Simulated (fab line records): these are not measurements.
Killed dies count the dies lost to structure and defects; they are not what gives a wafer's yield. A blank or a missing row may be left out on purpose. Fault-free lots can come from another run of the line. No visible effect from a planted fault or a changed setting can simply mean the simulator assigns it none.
Which tool was responsible?    flow nandHarc    11 lots, 33 wafers sampled, at 5 steps of a route of 1302

## WHAT THE GAUGES SHOWED, per wafer
NHARC_END_SORT_01.
lot   measured      on         killedAtArray
L684  day 29 00:13  prober-02  675 675 672
L690  day 29 14:12  prober-01  672 670 674

## EACH LOT AND THE TOOL THAT RAN IT (in order: tool; ch and the chambers of the sampled wafers; start)
lot   NHARC_A_SLIT_ETCH_24               NHARC_A_SLIT_ETCH_29               NHARC_A_WL_FILL_ETCHBACK_04       NHARC_A_WL_FILL_ETCHBACK_16
L681  rieDiel-05 ch 0,2,3, day 20 10:15  rieDiel-05 ch 1,2,3, day 20 15:56  rieMetal-01 ch 0,1, day 21 00:46  rieDiel-02 ch 0,1,2, day 21 11:04
L680  rieDiel-11 ch 0,1,3, day 20 11:04  rieDiel-11 ch 2,3, day 20 16:43    rieMetal-03 ch 1, day 21 00:37    rieDiel-07 ch 0,1,2, day 21 11:03
L682  rieDiel-05 ch 0,2,3, day 20 12:08  rieDiel-05 ch 2,3, day 20 19:41    rieMetal-01 ch 0,1, day 21 05:41  rieDiel-07 ch 0,1,2, day 21 16:56
L687  rieDiel-09 ch 1,2, day 23 19:37    rieDiel-05 ch 0,2,3, day 24 04:48  rieMetal-01 ch 0,1, day 24 15:40  rieDiel-07 ch 0,1,3, day 25 02:29
L684  rieDiel-11 ch 2,3, day 23 22:21    rieDiel-09 ch 0,1, day 24 08:32    rieMetal-02 ch 0,1, day 24 17:10  rieDiel-13 ch 0,1,3, day 25 02:34
L690  rieDiel-05 ch 0,3, day 24 11:55    rieDiel-09 ch 0,1,3, day 24 17:38  rieMetal-02 ch 0,1, day 25 02:28  rieDiel-07 ch 0,1,3, day 25 12:47
L692  rieDiel-09 ch 0,1,3, day 25 13:02  rieDiel-09 ch 0,2,3, day 25 19:50  rieMetal-02 ch 0,1, day 26 04:29  rieDiel-07 ch 1,2,3, day 26 14:35
L697  rieDiel-09 ch 0,3, day 26 04:02    rieDiel-09 ch 0,2,3, day 26 11:34  rieMetal-03 ch 0,1, day 26 21:34  rieDiel-07 ch 0,2,3, day 27 08:03
L699  rieDiel-05 ch 1,2,3, day 27 22:50  rieDiel-11 ch 0,1,3, day 28 04:28  rieMetal-02 ch 0,1, day 28 12:58  rieDiel-02 ch 1,3, day 29 00:14
L701  rieDiel-05 ch 0,3, day 29 10:47    rieDiel-05 ch 1,3, day 29 16:29    rieMetal-02 ch 0,1, day 30 01:32  rieDiel-02 ch 0,1, day 30 11:25
L702  rieDiel-11 ch 0,3, day 29 12:42    rieDiel-11 ch 0,3, day 29 18:23    rieMetal-01 ch 0,1, day 30 01:25  rieDiel-13 ch 0,3, day 30 11:25
- NHARC_A_SLIT_ETCH_24: etches the open film in CF4/CHF3, target depth 121 nm, time 60.5 s.
- NHARC_A_SLIT_ETCH_29: etches the open film in CF4/O2, target depth 100 nm, overetch 10 nm, time 55 s.
- NHARC_A_WL_FILL_ETCHBACK_04: etches the open film in NF3, target depth 60 nm, time 120 s.
- NHARC_A_WL_FILL_ETCHBACK_16: etches the open film in C4F8/O2/Ar, target depth 120 nm, time 24 s.

## THE ANSWER, worked out from the rows above alone
Rule: the usual values come from the lots themselves. The widest of any qualifying gaps counts: lots, ordered by their means at a reading, are off when they make up no more than a third of the lots, leave a main group of 4 or more, and stand apart from it by 3 or more times the standard deviation of that group's means. If all means in a main group match to the digits the tables above print for the reading, that group is not used. A lot without any number at a reading at which 4 lots or more have one is off too. The other lots that the step has rows for count as sound.
No lot is off on any of the readings shown, so nothing can be concluded from this.

## WHAT THE SIMULATOR HAD INSERTED
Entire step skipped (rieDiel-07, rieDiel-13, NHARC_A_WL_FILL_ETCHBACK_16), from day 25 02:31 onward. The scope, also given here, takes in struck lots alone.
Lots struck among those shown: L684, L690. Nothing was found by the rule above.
